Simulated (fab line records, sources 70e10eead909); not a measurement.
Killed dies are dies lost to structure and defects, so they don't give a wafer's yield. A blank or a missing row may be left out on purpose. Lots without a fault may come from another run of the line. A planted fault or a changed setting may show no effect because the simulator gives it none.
Chamber matching | flow nand_harc | NHARC_A_CHANNEL_FILL_D1_ALD_16 on ald_hk-01: 4 sister chambers
The step deposits SiO2, target thk 1.5 nm, pulse time 10 s, ald cycles 15. 4 wafers are shown with their chamber, then 8 later ones without.

WAFERS WITH THEIR CHAMBER
wafer  | chamber | heater_power_w (W)
L077.6 | 2       | 448
L084.1 | 3       | 451
L084.2 | 1       | 477
L088.1 | 0       | 527

WAFERS WITHOUT THEIR CHAMBER
wafer  | heater_power_w (W)
L088.2 | 460
L088.4 | 482
L094.2 | 440
L094.3 | 513
L094.4 | 469
L096.1 | 435
L096.3 | 457
L096.4 | 522

WHICH CHAMBER EACH WENT THROUGH
wafer  | from the rows above          | in truth
L088.2 | can't be placed: 3 or 2 or 1 | 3
L088.4 | 1                            | 1
L094.2 | can't be placed: 2 or 3      | 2
L094.3 | 0                            | 0
L094.4 | can't be placed: 1 or 3 or 2 | 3
L096.1 | can't be placed: 2 or 3      | 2
L096.3 | can't be placed: 3 or 2 or 1 | 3
L096.4 | 0                            | 0
Placed correctly: 3 of 8. Can't be placed from these rows: 5 (the true chamber is among the candidates in 5). Placed wrongly: 0.
How it was worked out, from the rows above alone: a wafer's distance from a chamber is the root of the sum, over the readings, of the square of ((its reading less the chamber's mean) divided by the reading's scatter). The wafer belongs to the nearest chamber; if the next one is less than 2 further off, it can't be placed. A chamber's mean is the mean of its shown wafers. The scatter: with one shown wafer a chamber, the root of the mean of the squares of how far each hidden wafer lies from its nearest shown one.
